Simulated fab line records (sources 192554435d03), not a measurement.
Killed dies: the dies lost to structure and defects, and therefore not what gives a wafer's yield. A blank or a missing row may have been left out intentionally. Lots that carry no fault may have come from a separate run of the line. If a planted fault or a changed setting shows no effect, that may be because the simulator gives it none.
2 desks looking at one fault | flow n5Finfet | each desk has only its own numbers; what lay behind them comes last

== FOR THE TOOL OWNER'S DESK: lithoTrack-02 ==
The tool's own readings at N5_GATE_CUT_COAT_35 (time 60 s, resist thk 10 nm): means of the sampled wafers that have a number, for each lot that ran on this tool. Any lot whose mean is over 4 standard deviations away from the usual mean is out of limits and marked OUT; that distance is given in the brackets.
Columns: A = spinSpeedRpm at N5_GATE_CUT_COAT_35, usual 1500.0 rpm
lot  | first seen here | A
L113 | day 4 19:47     | 1500.1
L121 | day 6 14:51     | 1499.4
L124 | day 7 11:49     | 1499.4
L129 | day 8 15:56     | 1562.2 (+65) OUT
L134 | day 10 04:13    | 1562.1 (+65) OUT
This desk finds L129, L134 out of limits, L129 being first, at day 8 15:56 (spinSpeedRpm at N5_GATE_CUT_COAT_35). L113, L121, L124 stayed within limits.

== THE METROLOGY DESK ==
Means of the sampled wafers that have a number, per lot and without regard to the tool the lot ran on: this is what the gauges read. Any lot whose mean is over 4 standard deviations away from the usual mean is out of limits and marked OUT; that distance is given in the brackets. Of its 10 readings 7 are shown: those that lie furthest out on some lot.
Columns: A = DIBL_N at N5_BEOL_M4_RC_MEAS_101, usual 36.3 mV/V; B = DIBL_P at N5_BEOL_M4_RC_MEAS_101, usual 36.2 mV/V; C = ION_N at N5_BEOL_M4_RC_MEAS_101, usual 673 uA/um; D = ION_P at N5_BEOL_M4_RC_MEAS_101, usual 461 uA/um; E = SS_N at N5_BEOL_M4_RC_MEAS_101, usual 71.5 mV/dec; F = SS_P at N5_BEOL_M4_RC_MEAS_101, usual 73.2 mV/dec; G = VT_N at N5_BEOL_M4_RC_MEAS_101, usual 249.9 mV
lot  | first seen here | A    | B    | C   | D   | E    | F    | G
L113 | day 8 05:33     | 35.8 | 35.3 | 674 | 463 | 70.7 | 73.4 | 249.8
L114 | day 8 10:10     | 36.6 | 37.1 | 662 | 457 | 72.0 | 73.6 | 252.5
L116 | day 9 11:14     | 36.2 | 36.7 | 678 | 467 | 71.1 | 73.0 | 249.1
L121 | day 9 19:16     | 36.0 | 35.9 | 670 | 455 | 71.6 | 73.5 | 250.0
L123 | day 10 18:02    | 36.0 | 35.7 | 673 | 465 | 71.8 | 72.7 | 249.3
L124 | day 10 21:08    | 37.2 | 37.8 | 675 | 459 | 72.0 | 73.0 | 250.7
L125 | day 11 07:20    | 35.5 | 35.4 | 671 | 459 | 71.3 | 73.0 | 250.8
L129 | day 12 04:47    | 36.3 | 36.9 | 670 | 458 | 71.3 | 73.2 | 248.8
L134 | day 13 13:49    | 35.6 | 35.4 | 667 | 458 | 71.5 | 73.1 | 251.8
This desk's finding: nothing out of limits on any of the 9 lots.

== TAKEN TOGETHER ==
On L129, L134, at day 8 15:56, an alarm was possible from the tool owner's desk.
At the metrology desk, nothing out of limits was observed.
The metrology desk has L129, L134 on record, within its limits.
All the named lots went through N5_GATE_CUT_COAT_35 on lithoTrack-02.

== WHAT WAS PUT IN BY THE SIMULATOR ==
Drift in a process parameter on lithoTrack-02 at N5_GATE_CUT_COAT_35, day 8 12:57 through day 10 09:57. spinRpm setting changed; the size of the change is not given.
Lots struck among those shown: L129, L134.
Delay in hours, fault start to first out-of-limits reading, by desk: the tool owner's desk at 3.
